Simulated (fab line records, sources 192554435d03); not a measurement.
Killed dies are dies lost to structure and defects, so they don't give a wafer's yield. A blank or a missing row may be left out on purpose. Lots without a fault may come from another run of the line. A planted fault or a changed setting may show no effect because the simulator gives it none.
fab line records | flow n5_finfet
record lots=7 wafers=21
route steps=1938 shown BEOL_M8@1389 BEOL_M9@1426 BEOL_M13@1673 BEOL_M15@1787 MIM_BOT_LITHO@1858 PASSIVATION@1901
start_h: hours from the record's first day to the start of the lot's first wafer shown | wait_h: hours since the lot's step before | " the same as in the row above | L1.1+2: a row that stands for several wafers | - no value, or no start given | * or withheld: withheld | < > ~ a bound
route shown NAME@n: a module of which the file shows steps, and the number in the route of the first | usual: mean/standard deviation of fault-free wafers | same: alike in all rows | chamber/n: place in a boat | sites: the reading at each site | _std_site: their standard deviation | _edge_site: outer sites' mean less inner sites' | radius_mm: how far each site lies from the wafer's centre | mask NAME#n: copy n | behind: the tool/chamber that last shaped the wafer | hold: why the lot was held/for how many hours/how that ended | device: the transistor (n, p or np) that didn't switch | end of line: the same wafers' tests at the end of the route | a step without rows: its recipe alone | killed: dies lost to structure and defects at the first sort, not the wafer's yield | map: a wafer's dies, x killed, . not, _ none there
set.NAME: the setting as run; set.NAME@STEP: as run at that earlier step | model.NAME: the simulator's own value behind a step, which no gauge read
lots whose settings were changed on purpose; a table a step, a row a wafer
## steps
# step N5_BEOL_M8_ALD_77
# recipe material=TaN target_thk_a=20 temp_c=275 ald_precursor_family=PDMAT ald_co_reactant=NH3 pressure_torr=3 carrier_flow_sccm=1500 pulse_time_s=2 purge_time_s=3 co_reactant_purge_time_s=2 co_reactant_pulse_time_s=3 ald_cycles=40 precursor_vessel_temp_c=75 precursor_vessel_pressure_torr=26.25 precursor_vessel_carrier_sccm=1000
# columns lot.wafer tool chamber start_h wait_h set.purge_time_s
L074.2+3 ald_metal-01 0,1 213.14 0.0 2.496
L074.5 " 3 " " 3
L080.2 ald_metal-02 0 234.74 0.1 3
L080.5+6 " 1,2 " " 3.37
L084.1+3 ald_metal-02 2,0 259.60 0.0 3.384
L084.2 " 1 " " 3
L082.1+2+5 ald_metal-03 2,3,2 260.29 0.0 3
L087.1 ald_metal-03 1 298.40 0.1 2.727
L087.3+6 " 3,2 " " 3
L089.1+4+6 ald_metal-01 3,2,1 319.91 0.1 3
L092.1+2 ald_metal-02 3,0 331.21 0.0 3.546
L092.4 " 1 " " 3
# step N5_BEOL_M8_SURFACE_TREAT_79
# recipe gas=Ar time_s=* ion_energy_ev=* ion_current_ma_cm2=0.5 pressure_mtorr=* ar_flow_sccm=30
# step N5_BEOL_M8_CVD_78
# recipe material=Co target_thk_a=20 temp_c=withheld precursor=CCTBA/H2 pressure_torr=30 time_s=142.3
# step N5_BEOL_M8_ECD_50
# recipe material=Cu target_thk_a=3000
# step N5_BEOL_M8_ANNEAL_51
# recipe temp_c=225 time_s=90 ambient=N2
# step N5_BEOL_M8_CMP_52
# recipe stop_on=SiCOH_lowk t_overpolish_s=6.9 down_force_psi=1 platen_rpm=50 clearing_platen_down_force_psi=1.5 clearing_platen_rpm=50 post_cmp_clean=cu_alkaline target_thk_nm=80 clearing_platen_pad_velocity_m_s=0.99484 pad_velocity_m_s=0.99484
# columns lot.wafer tool chamber start_h wait_h set.time_s@BEOL_M8_TRENCH_ETCH_37 model.Cu_of_BEOL_M8_ECD_50.thk_nm
L074.2 cmp-03 3 215.19 0.2 36.84 97.2
L074.3 " 1 " " 31.2 80.4
L074.5 " 0 " " 36.84 96.6
L080.2 cmp-04 0 238.05 0.3 31.2 84.4
L080.6 " 2 " " 28.07 74
L080.5 " 3 " " 31.2 81.4
L084.2 cmp-04 3 260.60 0.2 31.2 81.4
L084.3 " 0 " " 31.2 78.6
L084.1 " 1 " " 31.2 75.4
L082.1 cmp-03 0 263.64 0.3 31.2 80
L082.2 " 3 " " 31.2 77.6
L082.5 " 1 " " 31.2 78.8
L087.3 cmp-03 2 300.63 0.2 34.88 85.2
L087.1 " 3 " " 31.2 80
L087.6 " 0 " " 34.88 92
L089.4 cmp-01 1 321.71 0.1 24.4 60
L089.1 " 3 " " 31.2 76
L089.6 " 1 " " 24.4 55.2
L092.4 cmp-03 1 332.44 0.1 26.99 67.2
L092.2 " 3 " " 26.99 66.6
L092.1 " 0 " " 26.99 65.8
# step N5_BEOL_M8_THK_MEAS_53
# recipe thk_meas_gauge=xrf reads=Cu_of_BEOL_M8_ECD_50
# usual M8_THK=78.4/2.4
# columns lot.wafer tool chamber start_h wait_h set.time_s@BEOL_M8_TRENCH_ETCH_37 M8_THK[nm]
L074.2 film_metro-02 - 215.48 - 36.84 97.3
L074.3 " - " " 31.2 80.3
L074.5 " - " " 36.84 96.3
L080.2 film_metro-02 - 238.27 - 31.2 84.7
L080.5 " - " " 31.2 81.6
L080.6 " - " " 28.07 74.2
L084.1 film_metro-02 - 260.86 - 31.2 75.7
L084.2 " - " " 31.2 81.5
L084.3 " - " " 31.2 78.6
L082.1 film_metro-02 - 263.93 - 31.2 80.0
L082.2 " - " " 31.2 77.7
L082.5 " - " " 31.2 78.7
L087.1 film_metro-01 - 300.85 - 31.2 79.4
L087.3 " - " " 34.88 85.0
L087.6 " - " " 34.88 91.5
L089.1 film_metro-02 - 322.00 - 31.2 76.5
L089.4 " - " " 24.4 60.7
L089.6 " - " " 24.4 55.5
L092.1 film_metro-01 - 332.73 - 26.99 65.4
L092.2 " - " " 26.99 66.0
L092.4 " - " " 26.99 66.6
# step N5_BEOL_M8_PRE_CLEAN_55
# recipe gas=NH3 time_s=15 temp_c=withheld rf_power_w=300
# step N5_BEOL_M8_DEP_56
# recipe material=SiCN target_thk_a=100 temp_c=withheld precursor=3MS/NH3 pressure_torr=3 rf_w=202 time_s=17.5
# step N5_BEOL_M8_RS_MEAS_57
# recipe thk_meas_gauge=four-point-probe reads=Cu_of_BEOL_M8_ECD_50+Co_of_BEOL_M8_CVD_78+TaN_of_BEOL_M8_ALD_77
# usual M8_RS=0.293/0.01
# columns lot.wafer tool chamber start_h wait_h set.time_s@BEOL_M8_TRENCH_ETCH_37 M8_RS[ohm/sq]
L074.2 film_metro-02 - 215.62 0.1 36.84 0.228
L074.3 " - " " 31.2 0.284
L074.5 " - " " 36.84 0.230
L080.2 film_metro-02 - 238.40 0.1 31.2 0.268
L080.5 " - " " 31.2 0.281
L080.6 " - " " 28.07 0.314
L084.1 film_metro-01 - 260.99 0.1 31.2 0.307
L084.2 " - " " 31.2 0.281
L084.3 " - " " 31.2 0.292
L082.1 film_metro-01 - 264.06 0.1 31.2 0.286
L082.2 " - " " 31.2 0.297
L082.5 " - " " 31.2 0.292
L087.1 film_metro-01 - 300.98 0.1 31.2 0.286
L087.3 " - " " 34.88 0.265
L087.6 " - " " 34.88 0.243
L089.1 film_metro-01 - 322.13 0.1 31.2 0.304
L089.4 " - " " 24.4 0.404
L089.6 " - " " 24.4 0.448
L092.1 film_metro-02 - 332.86 0.1 26.99 0.362
L092.2 " - " " 26.99 0.356
L092.4 " - " " 26.99 0.352
# step N5_BEOL_M9_COAT_64
# recipe resist=SiARC temp_c=220 time_s=60 spin_rpm=1500 resist_thk_nm=12
# columns lot.wafer tool chamber start_h wait_h set.spin_rpm model.SiARC_of_BEOL_M9_COAT_64.thk_nm
L074.2+3+5 litho_track-04 0 - - 1500 12
L080.2+5 litho_track-02 0 - - 1500 12
L080.6 " 0 " " 1598 11.6
L084.1+2+3 litho_track-02 0 - - 1500 12
L082.1+2+5 litho_track-04 0 - - 1500 12
L087.1+6 litho_track-04 0 - - 1578 11.6
L087.3 " 0 " " 1500 12
L089.1+6 litho_track-02 0 - - 1562 11.8
L089.4 " 0 " " 1500 12
L092.1+4 litho_track-02 0 - - 1500 12
L092.2 " 0 " " 1335 12.6
# step N5_BEOL_M9_COAT_22
# recipe resist=CAR-EUV spin_rpm=1500 resist_thk_nm=30
# columns lot.wafer tool chamber start_h wait_h set.spin_rpm model.CAR-EUV_of_BEOL_M9_COAT_22.thk_nm
L074.2 litho_track-04 0 - - 1500 30.2
L074.3+5 " 0 " " 1661 28.6
L080.2+6 litho_track-02 0 - - 1500 30
L080.5 " 0 " " 1500 30.2
L084.1+2 litho_track-02 0 - - 1500 30
L084.3 " 0 " " 1500 30.2
L082.1+2+5 litho_track-04 0 - - 1500 30
L087.1 litho_track-04 0 - - 1500 30
L087.3+6 " 0 " " 1652 28.6
L089.1 litho_track-02 0 - - 1500 30.2
L089.4+6 " 0 " " 1607 29
L092.1 litho_track-02 0 - - 1356 31.6
L092.2+4 " 0 " " 1500 30
# step N5_BEOL_M9_EBR_24
# recipe solvent=PGMEA ebr_width_mm=1.5
# step N5_BEOL_M9_SOFTBAKE_23
# recipe temp_c=110 time_s=60 resist=CAR-EUV
# step N5_BEOL_M9_EXPOSE_25
# recipe mask_id=V8 na=0.33 source_shape=annular sigma_inner=0.4 sigma_outer=0.8 polarization=unpolarized dose_mj=37.25
# step N5_BEOL_M9_PEB_26
# recipe peb_temp_c=100 peb_time_s=60 resist=CAR-EUV
# step N5_BEOL_M9_DEVELOP_27
# recipe develop_time_s=30 developer=TMAH resist=CAR-EUV rinse_liquid=surfactant_rinse dry=air_spin dev_temp_c=23
# columns lot.wafer tool chamber start_h wait_h set.spin_rpm@BEOL_M9_COAT_22 model.CAR-EUV_of_BEOL_M9_COAT_22.thk_nm
L074.2 litho_track-02 0 - - 1500 29.6
L074.3 " 0 " " 1661 28.2
L074.5 " 0 " " 1661 28
L080.2+5+6 litho_track-02 0 - - 1500 29.6
L084.1+2+3 litho_track-04 0 - - 1500 29.6
L082.1+2 litho_track-04 0 - - 1500 29.4
L082.5 " 0 " " 1500 29.6
L087.1 litho_track-03 0 - - 1500 29.6
L087.3+6 " 0 " " 1652 28.2
L089.1 litho_track-02 0 - - 1500 29.6
L089.4+6 " 0 " " 1607 28.6
L092.1 litho_track-02 0 - - 1356 31
L092.2+4 " 0 " " 1500 29.6
# step N5_BEOL_M9_DESCUM_33
# recipe chemistry=O2 time_s=7 source_power_w=50 bias_power_w=20 pressure_mtorr=20 rf_frequency_hz=2.712e+07 temp_c=40 resist=CAR-EUV o2_flow_sccm=225
# step N5_BEOL_M9_ETCH_76
# recipe chemistry=N2/H2 target=underlayer target_depth_a=65 mask_material=CAR-EUV time_s=5.2 ion_energy_ev=200 pressure_mtorr=30 source_w=840 bias_w=150 n2_flow_sccm=200 h2_flow_sccm=200 ends=cleared
# step N5_BEOL_M9_ETCH_65
# recipe chemistry=CF4 target=SiARC target_depth_a=156 mask_material=CAR-EUV time_s=26 ion_energy_ev=80 pressure_mtorr=40 source_w=545 bias_w=36 Ar_flow_sccm=100 cf4_flow_sccm=100 ends=cleared
# columns lot.wafer tool chamber start_h wait_h set.spin_rpm@BEOL_M9_COAT_64 set.spin_rpm@BEOL_M9_COAT_22 model.CAR-EUV_of_BEOL_M9_COAT_22.thk_nm model.etch.depth_nm
L074.2 rie_diel-04 1 219.34 0.0 1500 1500 11.2 12.03
L074.3 " 3 " " 1500 1661 9.8 12.01
L074.5 " 2 " " 1500 1661 9.6 12
L080.2 rie_diel-02 2 243.29 0.0 1500 1500 11 12.04
L080.5 " 1 " " 1500 1500 11.4 12
L080.6 " 2 " " 1598 1500 11.4 11.63
L084.1 rie_diel-04 3 266.66 0.0 1500 1500 11.2 11.99
L084.2 " 0 " " 1500 1500 11 12
L084.3 " 1 " " 1500 1500 11.2 12
L082.1 rie_diel-06 3 266.91 0.0 1500 1500 11 11.99
L082.2 " 1 " " 1500 1500 11.2 11.97
L082.5 " 2 " " 1500 1500 11 11.98
L087.1 rie_diel-06 1 305.99 0.0 1578 1500 11.4 11.66
L087.3 " 3 " " 1500 1652 9.8 11.93
L087.6 " 1 " " 1578 1652 10 11.66
L089.1 rie_diel-06 1 327.34 0.0 1562 1500 11.6 11.76
L089.4 " 0 " " 1500 1607 10.2 11.97
L089.6 " 3 " " 1562 1607 10.4 11.75
L092.1 rie_diel-06 1 338.60 0.0 1500 1356 12.8 11.94
L092.2 " 2 " " 1335 1500 10.6 12.65
L092.4 " 3 " " 1500 1500 11.2 11.96
# step N5_BEOL_M13_ETCH_59
# recipe chemistry=N2/H2 target=BARC target_depth_a=890 overetch_a=267 time_s=67.9 ion_energy_ev=200 pressure_mtorr=30 source_w=840 bias_w=150 n2_flow_sccm=200 h2_flow_sccm=200
# usual rf_vpp_V=523.6/2.4
# columns lot.wafer tool chamber start_h wait_h set.bias_w rf_vpp_V
L074.2 rie_diel-02 2 249.23 0.0 150 521.0
L074.3 " 1 " " 150 525.6
L074.5 " 2 " " 150 521.1
L080.2 rie_diel-06 0 271.03 0.0 167.8 564.2
L080.5 " 2 " " 167.8 560.6
L080.6 " 1 " " 150 525.4
L084.1 rie_diel-02 3 300.90 0.0 150 523.2
L084.2 " 0 " " 150 524.0
L084.3 " 2 " " 150 521.3
L082.1 rie_diel-04 1 301.54 0.0 150 524.1
L082.2 " 0 " " 150 528.0
L082.5 " 2 " " 150 526.4
L087.1 rie_diel-02 0 333.63 0.0 150 522.5
L087.3 " 3 " " 127.8 473.5
L087.6 " 3 " " 150 522.4
L089.1 rie_diel-06 3 351.02 0.0 150 518.5
L089.4 " 1 " " 150 524.3
L089.6 " 3 " " 150 520.1
L092.1 rie_diel-02 0 368.01 0.0 150 526.2
L092.2 " 2 " " 150 520.2
L092.4 " 3 " " 125.3 465.8
# step N5_BEOL_M13_COAT_65
# recipe resist=SOC temp_c=250 time_s=60 spin_rpm=1500 resist_thk_nm=350
# columns lot.wafer tool chamber start_h wait_h set.spin_rpm model.SOC_of_BEOL_M13_COAT_65.thk_nm
L074.2 litho_track-01 0 249.76 0.0 1396 362.6
L074.3 " 0 " " 1500 349.4
L074.5 " 0 " " 1500 350.2
L080.2 litho_track-01 0 271.56 0.0 1337 370.4
L080.5 " 0 " " 1500 351
L080.6 " 0 " " 1337 371.4
L084.1 litho_track-03 0 301.51 0.0 1558 343.2
L084.2 " 0 " " 1500 350.4
L084.3 " 0 " " 1500 350.6
L082.1 litho_track-01 0 302.14 0.0 1500 350.8
L082.2 " 0 " " 1500 350
L082.5 " 0 " " 1500 351.4
L087.1 litho_track-01 0 334.16 0.0 1500 350.8
L087.3 " 0 " " 1500 352
L087.6 " 0 " " 1362 368.2
L089.1 litho_track-05 0 351.55 0.0 1500 349.2
L089.4 " 0 " " 1613 337.8
L089.6 " 0 " " 1500 350.4
L092.1+4 litho_track-01 0 368.54 0.0 1500 350.4
L092.2 " 0 " " 1500 349.8
# step N5_BEOL_M13_SPUTTER_43
# recipe material=TaN target_thk_a=150 temp_c=50 bias_v=168.6 power_w=15000 chamber_pressure_pa=0.12 time_s=24.19
# columns lot.wafer tool chamber start_h wait_h set.time_s model.TaN_of_BEOL_M13_SPUTTER_43.thk_nm
L074.2 pvd_sputter-02 - 252.34 0.0 24.19 15.2
L074.3+5 " - " " 24.19 15
L080.2 pvd_sputter-01 - 274.01 0.0 22.46 14.4
L080.5 " - " " 24.19 15.4
L080.6 " - " " 22.46 14
L084.1 pvd_sputter-03 - 307.62 0.0 20.95 13.4
L084.2 " - " " 20.95 12.6
L084.3 " - " " 24.19 15.6
L082.1+5 pvd_sputter-01 - 307.79 0.0 24.19 15
L082.2 " - " " 24.19 14.8
L087.1 pvd_sputter-03 - 337.10 0.0 24.19 14.8
L087.3 " - " " 26.05 16.8
L087.6 " - " " 24.19 15.6
L089.1 pvd_sputter-03 - 353.26 0.0 27.29 17.4
L089.4 " - " " 24.19 14.8
L089.6 " - " " 27.29 17.2
L092.1 pvd_sputter-02 - 372.91 0.0 27.04 17
L092.2 " - " " 24.19 15.4
L092.4 " - " " 24.19 15.6
# step N5_BEOL_M15_ETCH_59
# recipe chemistry=N2/H2 target=BARC target_depth_a=890 overetch_a=267 time_s=67.9 ion_energy_ev=200 pressure_mtorr=30 source_w=840 bias_w=150 n2_flow_sccm=200 h2_flow_sccm=200
# columns lot.wafer tool chamber start_h wait_h set.time_s model.coat_of_BEOL_M15_COAT_04.thk_nm
L074.2 rie_diel-04 1 259.57 0.0 62.3 722.4
L074.3 " 2 " " 62.3 721.2
L074.5 " 0 " " 67.9 716.6
L080.2 rie_diel-02 3 287.00 0.0 67.9 725.2
L080.5 " 0 " " 67.9 716.8
L080.6 " 2 " " 67.9 716
L084.1 rie_diel-02 2 321.66 0.0 55.64 732.2
L084.2 " 0 " " 55.64 728.8
L084.3 " 1 " " 67.9 719.4
L082.1 rie_diel-06 3 321.82 0.0 67.9 717.6
L082.2 " 2 " " 67.9 713
L082.5 " 3 " " 67.9 717
L087.1 rie_diel-06 1 345.90 0.0 62.75 725.4
L087.3 " 3 " " 67.9 721.2
L087.6 " 3 " " 67.9 720.4
L089.1 rie_diel-06 3 360.41 0.0 78.47 710.2
L089.4 " 0 " " 78.47 710.4
L089.6 " 2 " " 67.9 719.4
L092.1 rie_diel-02 2 381.37 0.0 67.9 716.6
L092.2 " 1 " " 67.9 714.8
L092.4 " 1 " " 53.19 730.2
# step N5_MIM_BOT_LITHO_EXPOSE_05
# recipe mask_id=MIM_BOT na=0.55 source_shape=conventional sigma_outer=0.8 polarization=unpolarized dose_mj=24.25
# columns lot.wafer tool chamber start_h wait_h mask set.dose_mj
L074.2+3 krf_scanner-02 0 277.53 - MIM_BOT#0 24.25
L074.5 " 0 " " MIM_BOT#0 25.37
L080.2 krf_scanner-01 0 299.75 - MIM_BOT#0 25.61
L080.5+6 " 0 " " MIM_BOT#0 24.25
L084.1+3 krf_scanner-01 0 332.23 - MIM_BOT#0 23.16
L084.2 " 0 " " MIM_BOT#0 24.25
L082.1+2+5 krf_scanner-02 0 332.61 - MIM_BOT#0 24.25
L087.1+3+6 krf_scanner-01 0 358.77 - MIM_BOT#0 24.25
L089.1+4+6 krf_scanner-02 0 373.90 - MIM_BOT#0 24.25
L092.1+4 krf_scanner-02 0 392.17 - MIM_BOT#0 26.06
L092.2 " 0 " " MIM_BOT#0 24.25
# step N5_MIM_BOT_LITHO_PEB_06
# recipe peb_temp_c=withheld peb_time_s=*
# step N5_MIM_BOT_LITHO_DEVELOP_07
# recipe develop_time_s=60 rinse_liquid=diw dry=air_spin dev_temp_c=21
# step N5_MIM_BOT_LITHO_HARDBAKE_09
# recipe temp_c=130 time_s=120
# step N5_MIM_BOT_LITHO_CD_MEAS_08
# recipe target_cd_nm=3000 landing_energy_ev=500 detector=se_inlens polarity=opening
# usual cd_nm=2999.1/2.7
# columns lot.wafer tool chamber start_h wait_h set.dose_mj@MIM_BOT_LITHO_EXPOSE_05 cd_nm
L074.2 cd_sem-02 0 277.70 - 24.25 2993.9
L074.3 " 0 " " 24.25 2998.3
L074.5 " 0 " " 25.37 3005.3
L080.2 cd_sem-01 0 299.92 - 25.61 3011.5
L080.5 " 0 " " 24.25 3000.7
L080.6 " 0 " " 24.25 3003.7
L084.1 cd_sem-01 0 332.41 - 23.16 2992.3
L084.2 " 0 " " 24.25 3001.2
L084.3 " 0 " " 23.16 2993.1
L082.1 cd_sem-03 0 332.78 - 24.25 2995.2
L082.2 " 0 " " 24.25 3001.3
L082.5 " 0 " " 24.25 3000.7
L087.1 cd_sem-02 0 358.94 - 24.25 2999.0
L087.3 " 0 " " 24.25 2999.3
L087.6 " 0 " " 24.25 3003.6
L089.1 cd_sem-02 0 374.07 - 24.25 2996.1
L089.4 " 0 " " 24.25 2997.3
L089.6 " 0 " " 24.25 2999.6
L092.1 cd_sem-01 0 392.35 - 26.06 3010.6
L092.2 " 0 " " 24.25 2997.0
L092.4 " 0 " " 26.06 3008.4
# step N5_PASSIVATION_EXPOSE_27
# recipe mask_id=PAD na=0.55 source_shape=conventional sigma_outer=0.8 polarization=unpolarized defocus_nm=0 dose_mj=32.3
# columns lot.wafer tool chamber start_h wait_h mask set.dose_mj
L074.2+5 krf_scanner-02 0 280.40 - PAD#0 34.72
L074.3 " 0 " " PAD#0 32.3
L080.2+5 krf_scanner-02 0 304.16 - PAD#0 33.41
L080.6 " 0 " " PAD#0 32.3
L084.1+2+3 krf_scanner-02 0 337.96 - PAD#0 32.3
L082.1+2+5 krf_scanner-01 0 338.12 - PAD#0 32.3
L087.1+3 krf_scanner-02 0 363.29 - PAD#0 33.22
L087.6 " 0 " " PAD#0 32.3
L089.1 krf_scanner-02 0 378.04 - PAD#0 34.03
L089.4+6 " 0 " " PAD#0 32.3
L092.1+2+4 krf_scanner-01 0 397.09 - PAD#0 34.47
# step N5_PASSIVATION_PEB_28
# recipe peb_temp_c=withheld peb_time_s=*
# columns lot.wafer tool chamber start_h wait_h set.peb_time_s
L074.2+3+5 litho_track-04 0 280.45 0.0 *
L080.2+5+6 litho_track-03 0 304.21 0.0 *
L084.1+3 litho_track-03 0 338.01 0.1 *
L084.2 " 0 " " *
L082.1+2+5 litho_track-02 0 338.18 0.1 *
L087.1+6 litho_track-03 0 363.35 0.1 *
L087.3 " 0 " " *
L089.1+4+6 litho_track-02 0 378.10 0.1 *
L092.1+2 litho_track-04 0 397.15 0.1 *
L092.4 " 0 " " *
# step N5_PASSIVATION_DEVELOP_29
# recipe develop_time_s=60 rinse_liquid=diw dry=air_spin dev_temp_c=21
# step N5_PASSIVATION_HARDBAKE_31
# recipe temp_c=130 time_s=120
# step N5_PASSIVATION_CD_MEAS_30
# recipe target_cd_nm=4000 landing_energy_ev=500 detector=se_inlens polarity=opening
# usual cd_nm=3999.1/2.3
# columns lot.wafer tool chamber start_h wait_h set.dose_mj@PASSIVATION_EXPOSE_27 cd_nm
L074.2 cd_sem-01 0 280.57 - 34.72 4015.4
L074.3 " 0 " " 32.3 3996.8
L074.5 " 0 " " 34.72 4010.9
L080.2 cd_sem-01 0 304.33 - 33.41 4001.8
L080.5 " 0 " " 33.41 4006.8
L080.6 " 0 " " 32.3 3997.0
L084.1 cd_sem-02 0 338.14 - 32.3 3998.4
L084.2 " 0 " " 32.3 3999.7
L084.3 " 0 " " 32.3 3997.0
L082.1 cd_sem-03 0 338.30 - 32.3 4002.2
L082.2 " 0 " " 32.3 4005.2
L082.5 " 0 " " 32.3 3999.7
L087.1 cd_sem-02 0 363.47 - 33.22 4009.0
L087.3 " 0 " " 33.22 4004.3
L087.6 " 0 " " 32.3 4000.8
L089.1 cd_sem-03 0 378.22 - 34.03 4009.4
L089.4 " 0 " " 32.3 4005.5
L089.6 " 0 " " 32.3 3998.5
L092.1 cd_sem-02 0 397.27 - 34.47 4014.9
L092.2 " 0 " " 34.47 4016.2
L092.4 " 0 " " 34.47 4015.3
## key
split step=N5_BEOL_M8_ALD_77 setting=purge_time_s stated=3 by=wafer
response none clear
split step=N5_BEOL_M9_COAT_64 setting=spin_rpm stated=1500 by=wafer
response step=N5_BEOL_M9_COAT_64 reading=model.SiARC_of_BEOL_M9_COAT_64.thk_nm change=-0.0583 per=1% r=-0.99
response step=N5_BEOL_M9_ETCH_65 reading=model.etch.depth_nm change=-0.06 per=1% r=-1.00
split step=N5_BEOL_M9_COAT_22 setting=spin_rpm stated=1500 by=wafer
response step=N5_BEOL_M9_COAT_22 reading=model.CAR-EUV_of_BEOL_M9_COAT_22.thk_nm change=-0.153 per=1% r=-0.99
response step=N5_BEOL_M9_DEVELOP_27 reading=model.CAR-EUV_of_BEOL_M9_COAT_22.thk_nm change=-0.141 per=1% r=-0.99
response step=N5_BEOL_M9_ETCH_65 reading=model.CAR-EUV_of_BEOL_M9_COAT_22.thk_nm change=-0.163 per=1% r=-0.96
split step=N5_BEOL_M13_ETCH_59 setting=bias_w stated=150 by=wafer
response step=N5_BEOL_M13_ETCH_59 reading=rf_vpp_V change=+3.34 per=1% r=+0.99
split step=N5_BEOL_M13_COAT_65 setting=spin_rpm stated=1500 by=wafer
response step=N5_BEOL_M13_COAT_65 reading=model.SOC_of_BEOL_M13_COAT_65.thk_nm change=-1.79 per=1% r=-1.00
split step=N5_BEOL_M13_SPUTTER_43 setting=time_s stated=24.19 by=wafer
response step=N5_BEOL_M13_SPUTTER_43 reading=model.TaN_of_BEOL_M13_SPUTTER_43.thk_nm change=+0.178 per=1% r=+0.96
split step=N5_BEOL_M15_ETCH_59 setting=time_s stated=67.9 by=wafer
response step=N5_BEOL_M15_ETCH_59 reading=model.coat_of_BEOL_M15_COAT_04.thk_nm change=-0.631 per=1% r=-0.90
split step=N5_MIM_BOT_LITHO_EXPOSE_05 setting=dose_mj stated=24.25 by=wafer
response step=N5_MIM_BOT_LITHO_CD_MEAS_08 reading=cd_nm change=+1.76 per=1% r=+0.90
split step=N5_PASSIVATION_EXPOSE_27 setting=dose_mj stated=32.3 by=wafer
response step=N5_PASSIVATION_CD_MEAS_30 reading=cd_nm change=+1.95 per=1% r=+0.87
split step=N5_PASSIVATION_PEB_28 setting=peb_time_s stated=* by=wafer
response none clear
split outside_this_file step=N5_BEOL_M8_TRENCH_ETCH_37 setting=time_s
# split outside_this_file: this setting was split too, and the file shows its column; the key of that split is in another file
